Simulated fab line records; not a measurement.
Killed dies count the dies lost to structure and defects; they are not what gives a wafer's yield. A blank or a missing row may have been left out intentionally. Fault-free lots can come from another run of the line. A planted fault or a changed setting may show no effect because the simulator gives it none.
Which tool did it? :: flow n5_finfet :: Sampling: 9 lots, 27 wafers, 6 of 1938 route steps

WHAT THE GAUGES READ, wafer by wafer
N5_SD_EPI_P_INSPECT_26: inspects for defects (darkfield). Usual: raw_defect_count reads 170 (standard deviation 32).
lot: L256
measured: day 3 11:00
on: defect_inspect-02
raw_defect_count: 119 174 156
flag: 

lot: L257
measured: day 3 15:55
on: defect_inspect-01
raw_defect_count: 189 143 177
flag: 

lot: L261
measured: day 4 23:43
on: defect_inspect-02
raw_defect_count: 113 150 154
flag: 

lot: L265
measured: day 5 18:29
on: defect_inspect-01
raw_defect_count: 160 149 118
flag: 

lot: L266
measured: day 6 02:27
on: defect_inspect-01
raw_defect_count: 1370 1387 1316
flag: OFF

lot: L268
measured: day 6 14:06
on: defect_inspect-01
raw_defect_count: 1226 1248 1202
flag: OFF

lot: L274
measured: day 8 01:30
on: defect_inspect-02
raw_defect_count: 181 195 185
flag: 

lot: L278
measured: day 9 00:22
on: defect_inspect-01
raw_defect_count: 237 170 145
flag: 

lot: L279
measured: day 9 04:12
on: defect_inspect-01
raw_defect_count: 157 166 214
flag: 

N5_BEOL_M4_RC_MEAS_101. Usual: DIBL_N 36.4 mV/V, standard deviation 1.5; DIBL_P 36.6 mV/V, standard deviation 1.9; IOFF_N 0.155 nA/um, standard deviation 0.021; IOFF_P 0.211 nA/um, standard deviation 0.028; ION_N 671 uA/um, standard deviation 8.6; ION_P 462 uA/um, standard deviation 5.8; SS_N 71.5 mV/dec, standard deviation 0.5; SS_P 73.4 mV/dec, standard deviation 0.58; VT_N 250.1 mV, standard deviation 2.4; VT_P -250.1 mV, standard deviation 3.
lot: L256
measured: day 7 23:52
on: prober-02
DIBL_N (mV/V): 35.7 35.3 35.8
DIBL_P (mV/V): 35.0 35.4 34.5
IOFF_N (nA/um): 0.134 0.138 0.142
IOFF_P (nA/um): 0.193 0.200 0.189
ION_N (uA/um): 674 667 685
ION_P (uA/um): 457 464 461
SS_N (mV/dec): 71.2 71.4 71.5
SS_P (mV/dec): 72.5 72.0 72.8
VT_N (mV): 250.6 248.9 250.2
VT_P (mV): -250.8 -251.9 -252.8
flag: 

lot: L257
measured: day 8 08:29
on: prober-01
DIBL_N (mV/V): 35.7 36.7 35.8
DIBL_P (mV/V): 35.7 36.6 35.5
IOFF_N (nA/um): 0.152 0.157 0.149
IOFF_P (nA/um): 0.207 0.215 0.198
ION_N (uA/um): 677 676 664
ION_P (uA/um): 464 468 460
SS_N (mV/dec): 71.3 71.8 71.7
SS_P (mV/dec): 73.3 73.8 74.5
VT_N (mV): 249.9 249.4 251.1
VT_P (mV): -250.3 -251.7 -249.5
flag: 

lot: L261
measured: day 8 22:37
on: prober-01
DIBL_N (mV/V): 34.9 34.0 33.9
DIBL_P (mV/V): 34.8 33.9 33.5
IOFF_N (nA/um): 0.137 0.129 0.126
IOFF_P (nA/um): 0.224 0.204 0.202
ION_N (uA/um): 657 661 660
ION_P (uA/um): 464 463 466
SS_N (mV/dec): 70.6 70.9 71.0
SS_P (mV/dec): 72.8 72.6 72.7
VT_N (mV): 254.1 256.0 249.6
VT_P (mV): -246.3 -251.0 -251.1
flag: 

lot: L265
measured: day 10 08:18
on: prober-02
DIBL_N (mV/V): 37.3 36.9 38.4
DIBL_P (mV/V): 36.8 34.5 37.2
IOFF_N (nA/um): 0.157 0.142 0.170
IOFF_P (nA/um): 0.208 0.175 0.222
ION_N (uA/um): 676 670 679
ION_P (uA/um): 460 454 466
SS_N (mV/dec): 71.5 71.5 71.0
SS_P (mV/dec): 73.1 72.3 73.1
VT_N (mV): 250.6 249.8 250.6
VT_P (mV): -246.9 -251.8 -248.8
flag: 

lot: L266
measured: day 10 14:41
on: prober-02
DIBL_N (mV/V): 35.1 34.4 33.7
DIBL_P (mV/V): 37.2 36.2 35.3
IOFF_N (nA/um): 0.155 0.144 0.133
IOFF_P (nA/um): 0.237 0.221 0.204
ION_N (uA/um): 672 669 662
ION_P (uA/um): 468 458 461
SS_N (mV/dec): 71.5 71.2 71.7
SS_P (mV/dec): 73.1 73.0 72.8
VT_N (mV): 249.5 250.6 252.6
VT_P (mV): -246.7 -246.5 -252.6
flag: 

lot: L268
measured: day 10 20:49
on: prober-01
DIBL_N (mV/V): 34.5 38.3 37.3
DIBL_P (mV/V): 32.8 37.4 35.7
IOFF_N (nA/um): 0.128 0.196 0.183
IOFF_P (nA/um): 0.193 0.279 0.255
ION_N (uA/um): 666 681 686
ION_P (uA/um): 461 475 479
SS_N (mV/dec): 70.5 71.3 72.2
SS_P (mV/dec): 73.8 73.9 73.6
VT_N (mV): 250.2 242.4 245.2
VT_P (mV): -249.4 -240.7 -242.6
flag: 

lot: L274
measured: day 12 13:58
on: prober-02
DIBL_N (mV/V): 36.0 34.9 35.9
DIBL_P (mV/V): 38.0 37.0 38.0
IOFF_N (nA/um): 0.171 0.152 0.169
IOFF_P (nA/um): 0.222 0.204 0.232
ION_N (uA/um): 670 670 677
ION_P (uA/um): 463 466 467
SS_N (mV/dec): 71.5 71.0 71.0
SS_P (mV/dec): 73.3 72.7 73.0
VT_N (mV): 250.0 250.4 249.7
VT_P (mV): -248.7 -249.4 -247.9
flag: 

lot: L278
measured: day 13 09:25
on: prober-01
DIBL_N (mV/V): 32.6 34.9 34.2
DIBL_P (mV/V): 33.7 35.5 34.8
IOFF_N (nA/um): 0.128 0.152 0.143
IOFF_P (nA/um): 0.168 0.209 0.188
ION_N (uA/um): 670 677 679
ION_P (uA/um): 469 471 467
SS_N (mV/dec): 71.4 71.3 71.7
SS_P (mV/dec): 72.8 73.7 73.1
VT_N (mV): 252.5 249.9 251.6
VT_P (mV): -250.6 -246.6 -253.1
flag: 

lot: L279
measured: day 13 20:34
on: prober-02
DIBL_N (mV/V): 37.5 36.8 38.2
DIBL_P (mV/V): 37.3 37.3 38.1
IOFF_N (nA/um): 0.160 0.155 0.175
IOFF_P (nA/um): 0.168 0.173 0.183
ION_N (uA/um): 675 675 691
ION_P (uA/um): 452 458 461
SS_N (mV/dec): 72.1 70.9 71.8
SS_P (mV/dec): 73.6 73.6 73.1
VT_N (mV): 248.8 248.2 247.3
VT_P (mV): -257.4 -256.5 -256.1
flag: 

WHAT TOOL EACH LOT RAN ON (gives the tool, then ch and the chambers of the sampled wafers, and finally the start)
lot: L256
N5_SD_EPI_P_ETCHBACK_46: rie_diel-02 ch 0,2,3, day 3 07:35
N5_SD_EPI_P_PRECLEAN_51: epi_rpcvd-01 ch 0, day 3 08:16
N5_SD_ACTIVATION_RTA_00: rtp_anneal-01 ch 0, day 3 11:12
N5_ILD0_CMP_03: cmp-03 ch 1,2,3, day 3 14:38

lot: L257
N5_SD_EPI_P_ETCHBACK_46: rie_diel-03 ch 0,1,3, day 3 11:46
N5_SD_EPI_P_PRECLEAN_51: epi_rpcvd-04 ch 0, day 3 12:20
N5_SD_ACTIVATION_RTA_00: rtp_anneal-02 ch 0, day 3 16:10
N5_ILD0_CMP_03: cmp-03 ch 1,2,3, day 3 19:45

lot: L261
N5_SD_EPI_P_ETCHBACK_46: rie_diel-03 ch 0,1,2, day 4 18:26
N5_SD_EPI_P_PRECLEAN_51: epi_rpcvd-03 ch 0, day 4 19:01
N5_SD_ACTIVATION_RTA_00: rtp_anneal-02 ch 0, day 4 23:44
N5_ILD0_CMP_03: cmp-02 ch 0,1,2, day 5 02:58

lot: L265
N5_SD_EPI_P_ETCHBACK_46: rie_diel-05 ch 0,1, day 5 14:21
N5_SD_EPI_P_PRECLEAN_51: epi_rpcvd-01 ch 0, day 5 14:55
N5_SD_ACTIVATION_RTA_00: rtp_anneal-02 ch 0, day 5 18:31
N5_ILD0_CMP_03: cmp-02 ch 0,1,3, day 5 22:02

lot: L266
N5_SD_EPI_P_ETCHBACK_46: rie_diel-02 ch 1,3, day 5 21:10
N5_SD_EPI_P_PRECLEAN_51: epi_rpcvd-03 ch 0, day 5 21:45
N5_SD_ACTIVATION_RTA_00: rtp_anneal-02 ch 0, day 6 02:29
N5_ILD0_CMP_03: cmp-02 ch 0,2,3, day 6 05:41

lot: L268
N5_SD_EPI_P_ETCHBACK_46: rie_diel-03 ch 0,1,2, day 6 08:49
N5_SD_EPI_P_PRECLEAN_51: epi_rpcvd-03 ch 0, day 6 09:27
N5_SD_ACTIVATION_RTA_00: rtp_anneal-01 ch 0, day 6 14:09
N5_ILD0_CMP_03: cmp-02 ch 1,2,3, day 6 17:20

lot: L274
N5_SD_EPI_P_ETCHBACK_46: rie_diel-03 ch 0,1,2, day 7 21:22
N5_SD_EPI_P_PRECLEAN_51: epi_rpcvd-01 ch 0, day 7 21:56
N5_SD_ACTIVATION_RTA_00: rtp_anneal-02 ch 0, day 8 01:45
N5_ILD0_CMP_03: cmp-02 ch 0,1,3, day 8 05:02

lot: L278
N5_SD_EPI_P_ETCHBACK_46: rie_diel-03 ch 0,2, day 8 21:04
N5_SD_EPI_P_PRECLEAN_51: epi_rpcvd-03 ch 0, day 8 21:40
N5_SD_ACTIVATION_RTA_00: rtp_anneal-01 ch 0, day 9 00:43
N5_ILD0_CMP_03: cmp-02 ch 1,2,3, day 9 04:01

lot: L279
N5_SD_EPI_P_ETCHBACK_46: rie_diel-05 ch 0,1,2, day 9 00:04
N5_SD_EPI_P_PRECLEAN_51: epi_rpcvd-04 ch 0, day 9 00:43
N5_SD_ACTIVATION_RTA_00: rtp_anneal-01 ch 0, day 9 04:24
N5_ILD0_CMP_03: cmp-01 ch 0,3, day 9 08:01
- N5_SD_EPI_P_ETCHBACK_46: etches SiNx in CH3F/O2, stops on SiO2, target depth 17.5 nm.
- N5_SD_EPI_P_PRECLEAN_51: cleans in NF3:NH3, afs cycles 1, time 20 s, sublimation time 60 s.
- N5_SD_ACTIVATION_RTA_00: time 0 s.
- N5_ILD0_CMP_03: polishes, stops on SiNx, t overpolish 1.9 s, target thk 197.38 nm.

AS READ BY THE TOOLS THEMSELVES (means over the sampled wafers that have a number; for cases with no such wafer, the mark the record gives instead)
N5_SD_EPI_P_ETCHBACK_46. Usual: drypump_motor_current_A 5.5 A, standard deviation 0.43; oes_product_au 0.67 a.u., standard deviation 0.068; rf_vpp_V 296 V, standard deviation 4.1; showerhead_plenum_p_Torr 2.02 Torr, standard deviation 0.053; throttle_valve_pct 16.31 %, standard deviation 0.24.
lot: L256
tool: rie_diel-02
drypump_motor_current_A (A): 5.6
oes_product_au (a.u.): 0.64
rf_vpp_V (V): 297
showerhead_plenum_p_Torr (Torr): 1.99
throttle_valve_pct (%): 16.30
flag: 

lot: L257
tool: rie_diel-03
drypump_motor_current_A (A): 5.4
oes_product_au (a.u.): 0.69
rf_vpp_V (V): 295
showerhead_plenum_p_Torr (Torr): 2.02
throttle_valve_pct (%): 16.21
flag: 

lot: L261
tool: rie_diel-03
drypump_motor_current_A (A): 5.3
oes_product_au (a.u.): 0.67
rf_vpp_V (V): 294
showerhead_plenum_p_Torr (Torr): 2.04
throttle_valve_pct (%): 16.32
flag: 

lot: L265
tool: rie_diel-05
drypump_motor_current_A (A): 5.5
oes_product_au (a.u.): 0.62
rf_vpp_V (V): 296
showerhead_plenum_p_Torr (Torr): 2.04
throttle_valve_pct (%): 16.38
flag: 

lot: L266
tool: rie_diel-02
drypump_motor_current_A (A): 5.7
oes_product_au (a.u.): 0.69
rf_vpp_V (V): 303
showerhead_plenum_p_Torr (Torr): 2.07
throttle_valve_pct (%): 16.24
flag: 

lot: L268
tool: rie_diel-03
drypump_motor_current_A (A): 5.2
oes_product_au (a.u.): 0.67
rf_vpp_V (V): 294
showerhead_plenum_p_Torr (Torr): 2.04
throttle_valve_pct (%): 16.33
flag: 

lot: L274
tool: rie_diel-03
drypump_motor_current_A (A): 5.2
oes_product_au (a.u.): 0.74
rf_vpp_V (V): 293
showerhead_plenum_p_Torr (Torr): 2.03
throttle_valve_pct (%): 16.20
flag: 

lot: L278
tool: rie_diel-03
drypump_motor_current_A (A): 5.4
oes_product_au (a.u.): 0.72
rf_vpp_V (V): 292
showerhead_plenum_p_Torr (Torr): 2.02
throttle_valve_pct (%): 16.19
flag: 

lot: L279
tool: rie_diel-05
drypump_motor_current_A (A): 5.9
oes_product_au (a.u.): 0.60
rf_vpp_V (V): 299
showerhead_plenum_p_Torr (Torr): 1.97
throttle_valve_pct (%): 16.56
flag: 

N5_SD_ACTIVATION_RTA_00. Usual: lamp_power_pct 8.96 %, standard deviation 0.052; lamp_zone_3_pct 8.949 %, standard deviation 0.026; wafer_temp_C_max 974.8, standard deviation 1.8.
lot: L256
tool: rtp_anneal-01
lamp_power_pct (%): 8.96
lamp_zone_3_pct (%): 8.925
wafer_temp_C_max: 976.3
flag: 

lot: L257
tool: rtp_anneal-02
lamp_power_pct (%): 8.96
lamp_zone_3_pct (%): 8.955
wafer_temp_C_max: 972.9
flag: 

lot: L261
tool: rtp_anneal-02
lamp_power_pct (%): 9.00
lamp_zone_3_pct (%): 8.969
wafer_temp_C_max: 974.4
flag: 

lot: L265
tool: rtp_anneal-02
lamp_power_pct (%): 9.02
lamp_zone_3_pct (%): 8.973
wafer_temp_C_max: 975.5
flag: 

lot: L266
tool: rtp_anneal-02
lamp_power_pct (%): 8.97
lamp_zone_3_pct (%): 8.959
wafer_temp_C_max: 974.8
flag: 

lot: L268
tool: rtp_anneal-01
lamp_power_pct (%): 8.94
lamp_zone_3_pct (%): 8.941
wafer_temp_C_max: 976.8
flag: 

lot: L274
tool: rtp_anneal-02
lamp_power_pct (%): 9.00
lamp_zone_3_pct (%): 8.926
wafer_temp_C_max: 974.7
flag: 

lot: L278
tool: rtp_anneal-01
lamp_power_pct (%): 9.01
lamp_zone_3_pct (%): 8.931
wafer_temp_C_max: 973.3
flag: 

lot: L279
tool: rtp_anneal-01
lamp_power_pct (%): 8.97
lamp_zone_3_pct (%): 8.949
wafer_temp_C_max: 974.8
flag: 

N5_ILD0_CMP_03. Usual: motor_current_A 12.3 A, standard deviation 1.3; overpolish_run_s 1.899 s, standard deviation 0.0094; time_to_endpoint_s 70.4 s, standard deviation 2.6.
lot: L256
tool: cmp-03
motor_current_A (A): 12.4
overpolish_run_s (s): 1.894
time_to_endpoint_s (s): 69.3
flag: 

lot: L257
tool: cmp-03
motor_current_A (A): 12.6
overpolish_run_s (s): 1.907
time_to_endpoint_s (s): 66.2
flag: 

lot: L261
tool: cmp-02
motor_current_A (A): 11.9
overpolish_run_s (s): 1.900
time_to_endpoint_s (s): 69.5
flag: 

lot: L265
tool: cmp-02
motor_current_A (A): 13.0
overpolish_run_s (s): 1.898
time_to_endpoint_s (s): 73.4
flag: 

lot: L266
tool: cmp-02
motor_current_A (A): 11.8
overpolish_run_s (s): 1.894
time_to_endpoint_s (s): 69.1
flag: 

lot: L268
tool: cmp-02
motor_current_A (A): 12.8
overpolish_run_s (s): 1.900
time_to_endpoint_s (s): 70.2
flag: 

lot: L274
tool: cmp-02
motor_current_A (A): 13.0
overpolish_run_s (s): 1.907
time_to_endpoint_s (s): 67.2
flag: 

lot: L278
tool: cmp-02
motor_current_A (A): 12.5
overpolish_run_s (s): 1.906
time_to_endpoint_s (s): 73.3
flag: 

lot: L279
tool: cmp-01
motor_current_A (A): 12.2
overpolish_run_s (s): 1.903
time_to_endpoint_s (s): 66.6
flag: 

THE ANSWER, worked out from the rows above alone
Rule: a lot is off if the mean of its wafers that have a number lies more than 3 standard deviations from the usual mean. Also off: a lot with no number at a reading for which 4 or more lots have one. The other lots that the step has rows for count as sound. The gauges are gone through in route order, then the tools' own readings, and for those a lot's mean is taken as printed above. At the first step where some lot is off, the reading lying furthest off is the one used; lots without a number count as furthest.
Off at N5_SD_EPI_P_INSPECT_26 (raw_defect_count): L266, L268.
If a tool, at a process step before that reading, ran all the lots that are off and no sound lot after the first of them, it fits. Those tools and the gauges at N5_SD_EPI_P_INSPECT_26 are tried in the same way. None of those tried fits.

WHAT THE SIMULATOR HAD INSERTED
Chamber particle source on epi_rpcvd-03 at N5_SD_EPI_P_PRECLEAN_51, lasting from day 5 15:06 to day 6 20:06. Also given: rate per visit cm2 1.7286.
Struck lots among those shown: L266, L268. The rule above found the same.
